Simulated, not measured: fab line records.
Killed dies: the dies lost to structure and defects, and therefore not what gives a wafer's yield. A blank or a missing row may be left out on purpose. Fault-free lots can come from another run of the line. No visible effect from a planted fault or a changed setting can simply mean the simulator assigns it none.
Matching of chambers | flow n5-finfet | pecvd-03 running N5_BEOL_M0_DEP_125: 3 sister chambers
The step deposits SiCN from 3MS/NH3, target thk 8 nm, time 14 s. 3 wafers are shown with their chamber, then 7 later ones without.

## EACH WAFER AND ITS CHAMBER
wafer  | chamber | throttle-valve-pct (%)
L313.6 | 2       | 8.5
L315.1 | 0       | 8.8
L315.4 | 1       | 9.6

## WAFERS WITH NO CHAMBER GIVEN
wafer  | throttle-valve-pct (%)
L315.6 | 8.9
L323.1 | 9.6
L323.2 | 9.0
L323.5 | 8.8
L324.1 | 8.8
L324.3 | 9.0
L324.4 | 8.9

## CHAMBER TAKEN BY EACH
wafer  | from the rows above | in truth
L315.6 | 0                   | 0
L323.1 | 1                   | 1
L323.2 | 0                   | 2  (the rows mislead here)
L323.5 | 0                   | 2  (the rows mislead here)
L324.1 | 0                   | 0
L324.3 | 0                   | 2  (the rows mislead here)
L324.4 | 0                   | 0
Correctly placed: 4 of 7. Can't be placed from these rows: 0. Placed wrongly: 3.
How it was worked out, from the rows above alone: a wafer's distance from a chamber is the root of the sum, over the readings, of the square of ((its reading less the chamber's mean) divided by the reading's scatter). If the next closest chamber is less than 2 further off than the closest, the wafer can't be placed; otherwise it belongs to the closest. A chamber's mean is the mean of its shown wafers. The scatter (one wafer shown for each chamber): square how far every hidden wafer sits from the nearest shown wafer, average those squares and take the square root.
